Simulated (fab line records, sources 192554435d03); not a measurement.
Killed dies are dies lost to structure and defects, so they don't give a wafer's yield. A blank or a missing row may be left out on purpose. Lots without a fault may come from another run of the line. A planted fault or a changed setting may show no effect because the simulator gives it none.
A struck lot beside a sound one | flow n5_finfet | 35 steps out of a route of 1938
Sound: wafers L252.2, L252.5, L252.6. Struck: wafer L259.3. (L259.1 of the same lot was not struck and is left out.) The cause comes at the end.
At each step with rows: each side's tool, then ch and its chambers, then its first start. Under that, the readings that differ: sound wafers | struck wafers | difference of the means | sigmas: that difference in standard deviations of wafers without a fault.
alike: readings whose means differ by less than 2 such deviations, and words and numbers that are the same on both sides. not compared: withheld readings, readings that some wafer has no value for, bounds like >300 that may hide the same value, and numbers for which the record gives no deviation and whose values overlap.
The two part at a step that has a row with sigmas, a row that says differs or no value, or rows on one side only. Numbers that don't overlap but have no deviation are shown without sigmas and don't part them. A reading that every wafer of one side lacks parts them only if that side has two wafers or more.

first, 10 steps without rows for these wafers: N5_BEOL_M11_TRENCH_ETCH_37 (etches SiCOH lowk in C4F6/O2, target depth 148.83 nm, time 48 s); N5_BEOL_M11_ETCH_41 (etches SiCN in CH3F/O2, target depth 42.6 nm, time 86 s); N5_BEOL_M11_STRIP_77 (strips in N2/H2, time 10 s); N5_BEOL_M11_HM_STRIP_39 (strips TiN in peroxide tin strip, target depth 25 nm, time 158 s); N5_BEOL_M11_SRD_40 (time 30 s); N5_BEOL_M11_PRECLEAN_42 (cleans in residue remover, time 60 s); N5_BEOL_M11_SRD_43 (time 30 s); N5_BEOL_M11_CURE_72 (cures SiCOH lowk, time 120 s); N5_BEOL_M11_DEGAS_44 (time 60 s); N5_BEOL_M11_PRE_CLEAN_45 (time 30 s).
N5_BEOL_M11_ALD_74: deposits TaN, target thk 2 nm, pulse time 2 s, purge time 3 s.
  sound on ald_metal-04 ch 0,3, day 14 12:16; struck on ald_metal-04 ch 0, day 15 12:33
  reading                                  | sound    | struck | difference | sigmas
  ald_cycles                               | 40 40 40 | 29     | -11        |
  model.TaN_of_BEOL_M11_ALD_74.thk_nm (nm) | 2 2 2    | 1.4    | -0.6       |
  alike: heater_power_w, precursor_vessel_carrier_sccm
then, 22 steps without rows for these wafers: N5_BEOL_M11_SURFACE_TREAT_76; N5_BEOL_M11_CVD_75 (deposits Co from CCTBA/H2, target thk 2 nm, time 138.9 s); N5_BEOL_M11_SPUTTER_48 (material Cu, target thk 12 nm, time 2 s); N5_BEOL_M11_ECD_50 (material Cu, target thk 318 nm); N5_BEOL_M11_ANNEAL_51 (time 90 s); N5_BEOL_M11_CMP_52 (polishes, stops on SiCOH lowk, t overpolish 7 s, target thk 140 nm); N5_BEOL_M11_PRE_CLEAN_55 (time 15 s); N5_BEOL_M11_DEP_56 (deposits SiCN from 3MS/NH3, target thk 30 nm, time 10.5 s); N5_BEOL_M12_ILD_DEP_00 (deposits SiOC from DEMS/O2, target thk 658.92 nm, time 130.7 s); N5_BEOL_M12_COAT_58 (time 60 s, resist thk 89 nm); N5_BEOL_M12_COAT_04 (resist thk 400 nm); N5_BEOL_M12_EBR_06; N5_BEOL_M12_SOFTBAKE_05 (time 60 s); N5_BEOL_M12_EXPOSE_07 (exposes mask V11); N5_BEOL_M12_PEB_08 (peb time 90 s); N5_BEOL_M12_DEVELOP_09 (develop time 45 s); N5_BEOL_M12_HARDBAKE_14 (time 120 s); N5_BEOL_M12_DESCUM_15 (chemistry O2, time 7.9 s); N5_BEOL_M12_ETCH_59 (etches BARC in N2/H2, target depth 89 nm, overetch 26.7 nm, time 67.9 s); N5_BEOL_M12_VIA_ETCH_16 (etches SiOC in C4F8/O2/Ar, target depth 724.8 nm); N5_BEOL_M12_STRIP_63 (strips in N2/H2); N5_BEOL_M12_STRIP_64 (strips in N2/H2).
N5_BEOL_M15_RC_MEAS_101:
  sound on prober-02 ch 0, day 15 15:16; struck on prober-01 ch 0, day 16 12:47
  reading                 | sound                   | struck  | difference | sigmas
  COMB_M10 (S/m)          | 1.9e-11 2.1e-11 2e-11   | 1.2e-11 | -8.0e-12   | -3
  COMB_M11 (S/m)          | 1.3e-11 1.3e-11 1.6e-11 | 2.3e-11 | +9.0e-12   | +3
  COMB_M11_max_site (S/m) | 1.9e-11 1.8e-11 1.8e-11 | 3.8e-11 | +2.0e-11   | +4
  COMB_M5 (S/m)           | 3.1e-11 2.4e-11 4.4e-11 | 6e-11   | +3e-11     | +3
  alike: COMB_M12, COMB_M13, COMB_M14, COMB_M15, COMB_M6, COMB_M7, COMB_M8, COMB_M9, SERP_M10, SERP_M11, SERP_M12, SERP_M13, SERP_M14, SERP_M5, SERP_M6, SERP_M7, SERP_M8, SERP_M9
N5_PASSIVATION_PROBE_49:
  sound on prober-02, day 16 05:53; struck on prober-02, day 17 01:58
  alike: defect_limited_yield, killed_at_M0_to_M3, killed_at_M4_up, killed_at_contacts, killed_at_front_end, killed_at_other, killed_dies, killed_open, killed_short, sort_bin_5_function, sort_bin_6_memory, sort_n_pass, sort_yield_pct
  not compared: sort_bin_4_leakage

WHERE THEY PART
Only at N5_BEOL_M15_RC_MEAS_101, within this record. Later steps at which nothing parts them and some readings are alike: N5_PASSIVATION_PROBE_49.

WHY: what the simulator had put in
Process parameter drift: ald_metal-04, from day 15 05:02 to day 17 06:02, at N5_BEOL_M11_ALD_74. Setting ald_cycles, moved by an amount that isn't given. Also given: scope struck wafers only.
